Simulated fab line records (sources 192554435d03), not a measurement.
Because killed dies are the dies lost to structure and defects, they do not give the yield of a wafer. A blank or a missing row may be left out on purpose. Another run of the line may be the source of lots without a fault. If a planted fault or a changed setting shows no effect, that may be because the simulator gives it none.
Matching of chambers | flow n5Finfet | 4 sister chambers for N5_HKMG_FIN_ALD_71 on aldMetal-03
The step deposits TiN, target thk 1 nm, pulse time 1 s, purge time 3 s. 8 wafers are shown with their chamber, then 8 later ones without.

== WAFERS, EACH WITH ITS CHAMBER ==
wafer  | chamber | heaterPowerW (W) | precursorPulseHeightRel
L075.6 | 2       | 815              | 0.998
L078.1 | 2       | 848              | 0.992
L085.3 | 0       | 863              | 0.992
L085.4 | 1       | 853              | 1.017
L087.1 | 1       | 852              | 1.020
L087.4 | 3       | 960              | 0.977
L087.5 | 0       | 859              | 1.007
L093.1 | 3       | 964              | 0.993

== WAFERS WHOSE CHAMBER IS MISSING ==
wafer  | heaterPowerW (W) | precursorPulseHeightRel
L093.2 | 879              | 1.007
L093.6 | 966              | 0.999
L095.1 | 843              | 1.005
L095.3 | 861              | 0.965
L095.4 | 847              | 1.011
L096.3 | 833              | 0.988
L096.4 | 862              | 1.014
L096.6 | 966              | 0.954

== THE CHAMBER EACH PASSED THROUGH ==
wafer  | from the rows above          | in truth
L093.2 | can't be placed: 0 or 1      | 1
L093.6 | 3                            | 3
L095.1 | can't be placed: 2 or 0 or 1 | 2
L095.3 | can't be placed: 0 or 2      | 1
L095.4 | can't be placed: 1 or 0 or 2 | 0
L096.3 | can't be placed: 2 or 0      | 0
L096.4 | can't be placed: 1 or 0      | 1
L096.6 | 3                            | 3
2 of 8 placed correctly. Cannot be placed on the basis of these rows: 6; the candidates contain the true chamber in 5. Wrongly placed: 0.
How it was worked out, from the rows above alone: a wafer's distance from a chamber is the root of the sum, over the readings, of the square of ((its reading less the chamber's mean) divided by the reading's scatter). The wafer belongs to the nearest chamber; if the next one is less than 2 further off, it can't be placed. A chamber's mean is the mean of its shown wafers. The scatter: take each reading less its chamber's mean, square it, sum over the shown wafers, divide by the number of wafers less the number of chambers, and take the root.
